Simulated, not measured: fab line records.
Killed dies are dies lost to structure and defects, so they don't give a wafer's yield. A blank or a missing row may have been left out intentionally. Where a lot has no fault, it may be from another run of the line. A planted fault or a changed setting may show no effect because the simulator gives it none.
Matching of chambers / flow n5-finfet / 4 sister chambers for N5_FIN_SAQP_ALD_61 on ald-sin-01
The step deposits SiO2, target thk 4 nm, pulse time 1 s, purge time 2 s. 14 wafers are shown with their chamber, then 6 later ones without.

WAFERS PAIRED WITH THEIR CHAMBERS
wafer=L370.3; chamber=0; heater-power-w (W)=508; chamber-pressure-Torr (Torr)=1.996; precursor-pulse-height-rel=0.974
wafer=L370.4; chamber=3; heater-power-w (W)=411; chamber-pressure-Torr (Torr)=2.004; precursor-pulse-height-rel=0.980
wafer=L370.5; chamber=0; heater-power-w (W)=518; chamber-pressure-Torr (Torr)=2.000; precursor-pulse-height-rel=1.044
wafer=L371.1; chamber=0; heater-power-w (W)=507; chamber-pressure-Torr (Torr)=2.007; precursor-pulse-height-rel=0.995
wafer=L371.4; chamber=1; heater-power-w (W)=434; chamber-pressure-Torr (Torr)=1.995; precursor-pulse-height-rel=1.018
wafer=L371.5; chamber=2; heater-power-w (W)=457; chamber-pressure-Torr (Torr)=1.998; precursor-pulse-height-rel=0.995
wafer=L372.2; chamber=2; heater-power-w (W)=439; chamber-pressure-Torr (Torr)=1.997; precursor-pulse-height-rel=1.029
wafer=L372.3; chamber=0; heater-power-w (W)=515; chamber-pressure-Torr (Torr)=1.997; precursor-pulse-height-rel=0.990
wafer=L372.5; chamber=3; heater-power-w (W)=432; chamber-pressure-Torr (Torr)=2.002; precursor-pulse-height-rel=1.014
wafer=L374.1; chamber=3; heater-power-w (W)=412; chamber-pressure-Torr (Torr)=2.004; precursor-pulse-height-rel=0.963
wafer=L374.4; chamber=0; heater-power-w (W)=519; chamber-pressure-Torr (Torr)=1.999; precursor-pulse-height-rel=1.006
wafer=L381.2; chamber=1; heater-power-w (W)=432; chamber-pressure-Torr (Torr)=2.005; precursor-pulse-height-rel=1.012
wafer=L381.3; chamber=2; heater-power-w (W)=438; chamber-pressure-Torr (Torr)=1.997; precursor-pulse-height-rel=1.006
wafer=L381.4; chamber=0; heater-power-w (W)=502; chamber-pressure-Torr (Torr)=1.997; precursor-pulse-height-rel=0.977

SIGNATURES (means of the wafers above)
reading=heater-power-w; chamber 0=511.50; chamber 1=433.00; chamber 2=444.67; chamber 3=418.33; scatter within a chamber=8.63
reading=chamber-pressure-Torr; chamber 0=1.99933; chamber 1=2.00000; chamber 2=1.99733; chamber 3=2.00333; scatter within a chamber=0.00367
reading=precursor-pulse-height-rel; chamber 0=0.99767; chamber 1=1.01500; chamber 2=1.01000; chamber 3=0.98567; scatter within a chamber=0.0229
Rule: for each reading, subtract the chamber's mean from the wafer's reading, divide by that reading's scatter and square the result; add these up over the readings and take the root, which gives the wafer's distance from the chamber. The wafer belongs to the nearest chamber; if the next one is less than 2 further off, it can't be placed. How the scatter is found: for the shown wafers, subtract from each reading the mean of its chamber, square and add these, divide the total by (wafers less chambers), then take the root.

WAFERS WITHOUT THEIR CHAMBER
wafer=L387.2; heater-power-w (W)=413; chamber-pressure-Torr (Torr)=2.005; precursor-pulse-height-rel=0.998
wafer=L387.3; heater-power-w (W)=446; chamber-pressure-Torr (Torr)=2.003; precursor-pulse-height-rel=0.986
wafer=L387.6; heater-power-w (W)=426; chamber-pressure-Torr (Torr)=2.005; precursor-pulse-height-rel=0.996
wafer=L388.3; heater-power-w (W)=517; chamber-pressure-Torr (Torr)=1.996; precursor-pulse-height-rel=0.999
wafer=L388.4; heater-power-w (W)=429; chamber-pressure-Torr (Torr)=1.993; precursor-pulse-height-rel=0.999
wafer=L388.5; heater-power-w (W)=505; chamber-pressure-Torr (Torr)=2.001; precursor-pulse-height-rel=1.013

EACH ONE'S CHAMBER
wafer=L387.2; from the rows above=can't be placed: 3 or 1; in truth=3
wafer=L387.3; from the rows above=can't be placed: 2 or 1 or 3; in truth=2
wafer=L387.6; from the rows above=can't be placed: 3 or 1 or 2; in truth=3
wafer=L388.3; from the rows above=0; in truth=0
wafer=L388.4; from the rows above=can't be placed: 1 or 2 or 3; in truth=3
wafer=L388.5; from the rows above=0; in truth=0
2 of 6 placed correctly. Cannot be placed on the basis of these rows: 4; the candidates contain the true chamber in 4. Placed wrongly: 0.
